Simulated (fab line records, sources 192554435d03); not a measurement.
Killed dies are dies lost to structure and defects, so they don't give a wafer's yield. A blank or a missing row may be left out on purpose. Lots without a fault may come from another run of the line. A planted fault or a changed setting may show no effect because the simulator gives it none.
Chamber matching | flow n5_finfet | N5_BEOL_M4_CO_CAP_55 on cvd_co-01: 3 sister chambers
The step material Co, precursor CCTBA/H2, target thk 2 nm, time 102.1 s. 33 wafers are shown with their chamber, then 12 later ones without.

WAFERS WITH THEIR CHAMBER
wafer  | chamber | heater_power_w (W)
L075.1 | 0       | 247
L075.2 | 2       | 224
L075.3 | 1       | 202
L075.4 | 0       | 245
L075.5 | 1       | 202
L075.6 | 2       | 226
L076.2 | 0       | 253
L076.4 | 0       | 252
L076.5 | 2       | 219
L077.1 | 0       | 251
L077.3 | 2       | 224
L077.5 | 1       | 201
L082.1 | 0       | 255
L082.4 | 2       | 224
L082.6 | 0       | 243
L083.1 | 1       | 202
L083.3 | 0       | 248
L083.4 | 2       | 230
L084.2 | 2       | 222
L084.5 | 1       | 196
L084.6 | 0       | 245
L087.1 | 0       | 247
L087.2 | 1       | 203
L087.3 | 1       | 198
L087.4 | 0       | 242
L087.5 | 1       | 199
L087.6 | 0       | 255
L088.1 | 0       | 254
L088.2 | 1       | 206
L088.3 | 0       | 241
L088.4 | 1       | 204
L088.5 | 1       | 202
L088.6 | 0       | 253

SIGNATURES (means of the wafers above)
reading        | chamber 0 | chamber 1 | chamber 2 | scatter within a chamber
heater_power_w | 248.73    | 201.36    | 224.14    | 3.99
Rule: a wafer's distance from a chamber is the root of the sum, over the readings, of the square of ((its reading less the chamber's mean) divided by the reading's scatter). The wafer belongs to the nearest chamber; if the next one is less than 2 further off, it can't be placed. The scatter: the root of (the sum of the squares of (reading less its chamber's mean) over the shown wafers, divided by (wafers less chambers)).

WAFERS WITHOUT THEIR CHAMBER
wafer  | heater_power_w (W)
L092.2 | 235
L092.3 | 225
L092.6 | 249
L091.1 | 203
L091.2 | 225
L091.3 | 247
L093.1 | 203
L093.2 | 250
L093.6 | 254
L097.4 | 201
L097.5 | 222
L097.6 | 242

WHICH CHAMBER EACH WENT THROUGH
wafer  | from the rows above     | in truth
L092.2 | can't be placed: 2 or 0 | 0
L092.3 | 2                       | 2
L092.6 | 0                       | 0
L091.1 | 1                       | 1
L091.2 | 2                       | 2
L091.3 | 0                       | 0
L093.1 | 1                       | 1
L093.2 | 0                       | 0
L093.6 | 0                       | 0
L097.4 | 1                       | 1
L097.5 | 2                       | 2
L097.6 | 0                       | 0
Placed correctly: 11 of 12. Can't be placed from these rows: 1 (the true chamber is among the candidates in 1). Placed wrongly: 0.
